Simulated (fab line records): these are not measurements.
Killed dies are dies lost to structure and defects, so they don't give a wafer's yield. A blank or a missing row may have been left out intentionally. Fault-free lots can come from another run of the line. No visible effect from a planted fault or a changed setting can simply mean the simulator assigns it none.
Matching of chambers :: flow nand-harc :: NHARC_A_M0_DEP_32 on pecvd-01 has 3 sister chambers
The step deposits SiCN, target thk 30 nm. 14 wafers are shown with their chamber, then 7 later ones without.

WAFERS WITH THEIR CHAMBER
wafer: L074.1
chamber: 1
heater-power-w (W): 716

wafer: L074.2
chamber: 2
heater-power-w (W): 683

wafer: L074.3
chamber: 0
heater-power-w (W): 524

wafer: L082.2
chamber: 2
heater-power-w (W): 767

wafer: L082.4
chamber: 0
heater-power-w (W): 490

wafer: L082.5
chamber: 1
heater-power-w (W): 653

wafer: L088.1
chamber: 2
heater-power-w (W): 713

wafer: L088.3
chamber: 1
heater-power-w (W): 761

wafer: L088.4
chamber: 2
heater-power-w (W): 730

wafer: L092.1
chamber: 0
heater-power-w (W): 528

wafer: L092.3
chamber: 2
heater-power-w (W): 635

wafer: L092.5
chamber: 2
heater-power-w (W): 621

wafer: L093.1
chamber: 2
heater-power-w (W): 652

wafer: L093.3
chamber: 1
heater-power-w (W): 770

SIGNATURES (averages over the wafers above)
reading: heater-power-w
chamber 0: 514.00
chamber 1: 725.00
chamber 2: 685.86
scatter within a chamber: 49.2
Rule: a wafer's distance from a chamber is the root of the sum, over the readings, of the square of ((its reading less the chamber's mean) divided by the reading's scatter). The wafer belongs to the nearest chamber; if the next one is less than 2 further off, it can't be placed. The scatter: take each reading less its chamber's mean, square it, sum over the shown wafers, divide by the number of wafers less the number of chambers, and take the root.

WAFERS WHOSE CHAMBER IS MISSING
wafer: L093.4
heater-power-w (W): 664

wafer: L095.2
heater-power-w (W): 731

wafer: L095.4
heater-power-w (W): 515

wafer: L095.6
heater-power-w (W): 718

wafer: L094.1
heater-power-w (W): 720

wafer: L094.2
heater-power-w (W): 643

wafer: L094.5
heater-power-w (W): 656

THE CHAMBER EACH PASSED THROUGH
wafer: L093.4
from the rows above: can't be placed: 2 or 1
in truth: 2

wafer: L095.2
from the rows above: can't be placed: 1 or 2
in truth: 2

wafer: L095.4
from the rows above: 0
in truth: 0

wafer: L095.6
from the rows above: can't be placed: 1 or 2
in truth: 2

wafer: L094.1
from the rows above: can't be placed: 1 or 2
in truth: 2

wafer: L094.2
from the rows above: can't be placed: 2 or 1 or 0
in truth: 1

wafer: L094.5
from the rows above: can't be placed: 2 or 1
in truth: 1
Correct placement for 1 of the 7. These rows do not allow placing 6 (true chamber among the candidates in 6). 0 placed wrongly.
